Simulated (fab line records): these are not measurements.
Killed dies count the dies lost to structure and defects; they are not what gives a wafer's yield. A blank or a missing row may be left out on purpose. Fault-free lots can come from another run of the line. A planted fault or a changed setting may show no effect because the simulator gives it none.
What tool caused it? | flow nand harc | 13 lots, 39 wafers sampled, at 4 steps of a route of 1159

WHAT THE GAUGES SHOWED, per wafer
NHARC_P_ZERO_WELL_CD_MEAS_11 targets a cd of 500 nm.
lot  | measured    | on        | cd nm (nm)
L249 | day 1 13:14 | cd sem-02 | 501.4 499.3 499.5
L250 | day 1 19:20 | cd sem-02 | 502.4 497.4 500.7
L253 | day 2 13:16 | cd sem-03 | 499.2 502.0 500.7
L254 | day 2 19:08 | cd sem-02 | 503.6 501.8 502.4
L255 | day 3 01:15 | cd sem-03 | 503.9 499.5 503.0
L259 | day 4 01:14 | cd sem-01 | 502.0 500.3 498.1
L261 | day 4 13:07 | cd sem-01 | 498.4 499.8 500.4
L267 | day 6 01:16 | cd sem-02 | 503.1 506.2 500.5
L268 | day 6 07:14 | cd sem-01 | 503.7 503.3 502.5
L269 | day 6 13:15 | cd sem-02 | 501.1 498.1 502.3
L270 | day 6 19:16 | cd sem-02 | 499.9 503.6 499.1
L271 | day 7 01:14 | cd sem-03 | 499.7 502.0 500.3
L272 | day 7 07:14 | cd sem-01 | 499.5 503.6 501.0

NHARC_P_ZERO_WELL_CD_MEAS_24 targets a cd of 720 nm.
lot  | measured    | on        | cd nm (nm)
L249 | day 1 14:34 | cd sem-03 | 718.7 716.9 715.3
L250 | day 1 20:44 | cd sem-03 | 720.0 718.0 716.0
L253 | day 2 14:36 | cd sem-03 | 718.4 721.4 718.3
L254 | day 2 20:21 | cd sem-02 | 721.7 716.6 720.2
L255 | day 3 02:38 | cd sem-03 | 721.0 720.6 722.4
L259 | day 4 02:37 | cd sem-03 | 721.8 719.1 719.9
L261 | day 4 14:20 | cd sem-01 | 719.2 718.5 719.8
L267 | day 6 02:37 | cd sem-03 | 720.8 721.7 722.6
L268 | day 6 08:28 | cd sem-02 | 719.2 715.9 719.5
L269 | day 6 14:37 | cd sem-01 | 721.5 723.6 721.9
L270 | day 6 20:38 | cd sem-02 | 721.1 721.9 720.6
L271 | day 7 02:35 | cd sem-02 | 719.0 719.7 718.1
L272 | day 7 08:35 | cd sem-03 | 720.4 721.6 719.8

NHARC_P_GATE_CD_MEAS_26 targets a cd of 120 nm.
lot  | measured     | on        | cd nm (nm)
L249 | day 4 18:17  | cd sem-03 | 119.0 120.2 120.0
L250 | day 5 01:23  | cd sem-01 | 119.2 119.1 119.5
L253 | day 5 23:25  | cd sem-03 | 119.2 119.9 120.1
L254 | day 6 04:59  | cd sem-01 | 120.2 120.5 119.8
L255 | day 6 05:40  | cd sem-03 | 119.6 120.9 120.2
L259 | day 6 23:59  | cd sem-02 | 117.0 118.0 116.8
L261 | day 8 03:39  | cd sem-02 | 120.0 118.9 120.1
L267 | day 9 05:13  | cd sem-02 | 119.6 119.5 120.4
L268 | day 9 12:48  | cd sem-03 | 119.6 120.2 119.4
L269 | day 9 17:36  | cd sem-02 | 120.5 120.7 119.6
L270 | day 9 17:27  | cd sem-02 | 119.7 120.3 119.7
L271 | day 10 07:17 | cd sem-02 | 119.9 119.5 119.9
L272 | day 10 16:45 | cd sem-03 | 119.1 119.8 120.2

WHAT TOOL EACH LOT RAN ON (gives the tool, then ch and the chambers of the sampled wafers, and finally the start)
lot  | NHARC_P_GATE_EXPOSE_23
L249 | arfi scanner-01 ch 0, day 4 18:09
L250 | arfi scanner-01 ch 0, day 5 01:14
L253 | arfi scanner-03 ch 0, day 5 23:17
L254 | arfi scanner-01 ch 0, day 6 04:51
L255 | arfi scanner-03 ch 0, day 6 05:31
L259 | arfi scanner-01 ch 0, day 6 23:50
L261 | arfi scanner-01 ch 0, day 8 03:31
L267 | arfi scanner-02 ch 0, day 9 05:05
L268 | arfi scanner-03 ch 0, day 9 12:40
L269 | arfi scanner-02 ch 0, day 9 17:28
L270 | arfi scanner-01 ch 0, day 9 17:19
L271 | arfi scanner-01 ch 0, day 10 07:09
L272 | arfi scanner-02 ch 0, day 10 16:37
- NHARC_P_GATE_EXPOSE_23: exposes mask P GATE, target cd 120 nm.

AS READ BY THE TOOLS THEMSELVES (means over the sampled wafers that have a number; for cases with no such wafer, the mark the record gives instead)
The record holds no such reading with a usual standard deviation.

THE ANSWER, worked out from the rows above alone
Rule: the lots themselves supply what counts as usual. Put in order of their means at a reading, lots are off if they are a third of the lots or fewer, leave a main group of 4 or more, and stand apart from it by a gap of 3 or more times the standard deviation of the main group's means; of several such gaps the widest counts. A main group whose means are all the same, to the digits that the tables above print for the reading, isn't used. A lot without any number at a reading at which 4 lots or more have one is off too. All remaining lots with rows at the step are treated as sound. Order of review: gauges by route order, followed by the tools' own readings, for which a lot's mean as printed above is used. The first step at which some lot is off is used, and at that step the reading that is off furthest; a lot without a number counts as furthest.
Off: L259 (NHARC_P_GATE_CD_MEAS_26, cd nm). For the main group the mean is 119.8 nm and the standard deviation 0.27.
If a tool, at a process step before that reading, ran all the lots that are off and no sound lot after the first of them, it fits. The gauges at NHARC_P_GATE_CD_MEAS_26 are tried like those tools. No candidate that was tried fits.

WHAT WAS PUT IN BY THE SIMULATOR
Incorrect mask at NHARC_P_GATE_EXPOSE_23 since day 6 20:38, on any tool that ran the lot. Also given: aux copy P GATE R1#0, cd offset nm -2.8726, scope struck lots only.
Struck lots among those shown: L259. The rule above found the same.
